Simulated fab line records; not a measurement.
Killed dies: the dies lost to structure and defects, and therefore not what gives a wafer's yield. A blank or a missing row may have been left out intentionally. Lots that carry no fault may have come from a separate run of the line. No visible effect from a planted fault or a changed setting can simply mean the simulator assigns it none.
Which of the tools did it?    flow nand_harc    24 lots, 72 wafers sampled, at 3 steps of a route of 1302

== WHAT THE GAUGES READ, wafer by wafer ==
NHARC_A_DECK1_JOINT_THK_MEAS_14: measures by ellipsometry.
lot   measured      on             thk_nm (nm)
L074  day 11 13:02  film_metro-01  53.7 50.6 50.2
L076  day 12 08:13  film_metro-02  50.4 53.2 51.3
L075  day 12 08:13  film_metro-01  51.2 55.0 50.7
L077  day 12 15:25  film_metro-02  51.2 51.3 51.5
L079  day 13 03:35  film_metro-02  49.4 49.8 51.8
L078  day 13 00:41  film_metro-02  51.9 50.0 50.9
L080  day 13 17:53  film_metro-01  50.1 52.2 51.7
L081  day 14 20:41  film_metro-01  51.9 50.8 51.0
L082  day 14 17:03  film_metro-02  48.0 51.3 50.0
L083  day 14 20:40  film_metro-02  50.3 51.8 51.4
L084  day 15 17:08  film_metro-01  51.3 51.6 51.2
L085  day 16 08:28  film_metro-02  53.3 50.3 50.3
L086  day 16 21:11  film_metro-01  49.1 48.5 50.7
L087  day 16 21:12  film_metro-01  50.2 49.7 51.3
L088  day 17 09:08  film_metro-01  48.7 50.4 49.9
L089  day 17 09:08  film_metro-02  53.2 49.9 49.9
L090  day 18 03:33  film_metro-02  51.1 47.3 53.6
L091  day 18 13:04  film_metro-02  52.1 50.0 51.0
L092  day 18 13:04  film_metro-01  50.7 50.0 51.5
L093  day 19 04:43  film_metro-01  49.8 50.5 47.3
L094  day 19 18:20  film_metro-01  53.2 51.1 51.5
L095  day 20 05:36  film_metro-02  49.5 49.8 50.1
L096  day 20 18:52  film_metro-02  48.7 48.9 50.6
L097  day 21 01:50  film_metro-01  49.8 50.8 51.8

NHARC_A_ONON_D2_THK_MEAS_02: measures by ellipsometry.
lot   measured      on             thk_nm (nm)
L074  day 12 14:28  film_metro-02  999 999 999
L076  day 13 08:00  film_metro-02  1008 1009 1010
L075  day 13 07:59  film_metro-02  976 976 975
L077  day 13 22:21  film_metro-01  1004 1004 1005
L079  day 14 02:20  film_metro-02  994 995 995
L078  day 14 02:19  film_metro-01  989 988 990
L080  day 14 22:47  film_metro-01  1008 1008 1009
L081  day 15 23:07  film_metro-01  1006 1007 1006
L082  day 15 15:33  film_metro-01  999 997 1000
L083  day 15 23:11  film_metro-02  1008 1008 1006
L084  day 16 17:37  film_metro-01  985 986 987
L085  day 17 08:10  film_metro-01  987 987 986
L086  day 17 21:13  film_metro-02  988 989 988
L087  day 17 21:13  film_metro-01  1001 1003 1002
L088  day 18 13:09  film_metro-01  989 989 988
L089  day 18 12:59  film_metro-02  1003 1003 1002
L090  day 19 00:51  film_metro-01  996 997 996
L091  day 19 14:09  film_metro-01  1013 1012 1012
L092  day 19 14:09  film_metro-02  992 991 991
L093  day 20 05:17  film_metro-01  1015 1015 1015
L094  day 20 17:32  film_metro-02  1000 1000 1002
L095  day 21 08:52  film_metro-01  995 995 993
L096  day 22 00:44  film_metro-01  1003 1002 1002
L097  day 22 10:08  film_metro-01  1007 1004 1005

== TOOL THAT RAN EACH LOT (tool first, then ch and the chambers of the sampled wafers, then the start) ==
lot   NHARC_A_CHANNEL_HOLE_D1_XSEM_31
L074  xsem-01 ch 0, day 9 00:42
L076  xsem-02 ch 0, day 9 18:20
L075  xsem-01 ch 0, day 9 18:54
L077  xsem-02 ch 0, day 10 03:11
L079  xsem-02 ch 0, day 10 12:56
L078  xsem-01 ch 0, day 10 13:58
L080  xsem-02 ch 0, day 11 05:35
L081  xsem-01 ch 0, day 11 23:07
L082  xsem-02 ch 0, day 12 04:34
L083  xsem-02 ch 0, day 12 08:44
L084  xsem-01 ch 0, day 13 04:17
L085  xsem-02 ch 0, day 13 11:18
L086  xsem-02 ch 0, day 14 06:50
L087  xsem-01 ch 0, day 14 10:29
L088  xsem-02 ch 0, day 14 19:48
L089  xsem-01 ch 0, day 14 20:17
L090  xsem-01 ch 0, day 15 16:15
L091  xsem-01 ch 0, day 16 01:59
L092  xsem-02 ch 0, day 16 04:11
L093  xsem-02 ch 0, day 16 15:08
L094  xsem-01 ch 0, day 17 06:17
L095  xsem-02 ch 0, day 17 18:13
L096  xsem-02 ch 0, day 18 03:55
L097  xsem-02 ch 0, day 18 14:40
- NHARC_A_CHANNEL_HOLE_D1_XSEM_31

== WHAT THE TOOLS THEMSELVES READ (means of the sampled wafers that have a number; where no wafer has one, the mark that the record gives instead) ==
NHARC_A_CHANNEL_HOLE_D1_XSEM_31.
lot   tool     bot_cd_nm (nm)  bow_nm (nm)  tilt_deg (degrees)
L074  xsem-01  72.3            8.6          -0.02
L076  xsem-02  74.0            9.3          0.08
L075  xsem-01  74.6            8.9          0.04
L077  xsem-02  73.4            8.6          0.09
L079  xsem-02  73.7            8.7          0.03
L078  xsem-01  75.5            8.5          0.12
L080  xsem-02  74.1            8.5          0.04
L081  xsem-01  75.1            8.8          0.04
L082  xsem-02  75.8            8.1          0.09
L083  xsem-02  73.1            8.6          0.09
L084  xsem-01  73.7            8.2          0.06
L085  xsem-02  74.7            8.7          0.13
L086  xsem-02  75.7            8.9          0.07
L087  xsem-01  75.5            8.9          0.06
L088  xsem-02  74.8            8.8          0.03
L089  xsem-01  74.0            8.5          0.08
L090  xsem-01  74.6            8.2          0.05
L091  xsem-01  73.3            8.1          0.05
L092  xsem-02  74.8            8.6          0.04
L093  xsem-02  74.1            8.4          0.09
L094  xsem-01  74.8            8.9          0.13
L095  xsem-02  73.4            8.4          0.07
L096  xsem-02  74.3            8.9          0.08
L097  xsem-02  74.8            8.9          0.05

== THE ANSWER, worked out from the rows above alone ==
Rule: the usual values come from the lots themselves. The widest of any qualifying gaps counts: lots, ordered by their means at a reading, are off when they make up no more than a third of the lots, leave a main group of 4 or more, and stand apart from it by 3 or more times the standard deviation of that group's means. If all means in a main group match to the digits the tables above print for the reading, that group is not used. Also off: a lot with no number at a reading for which 4 or more lots have one. The other lots that the step has rows for count as sound. After the gauges, taken in route order, come the tools' own readings; for these a lot's mean is taken, as printed above. At the first step where some lot is off, the reading lying furthest off is the one used; lots without a number count as furthest.
Across all readings shown, no lot is off: no conclusion can be drawn from this.

== WHAT THE SIMULATOR HAD INSERTED ==
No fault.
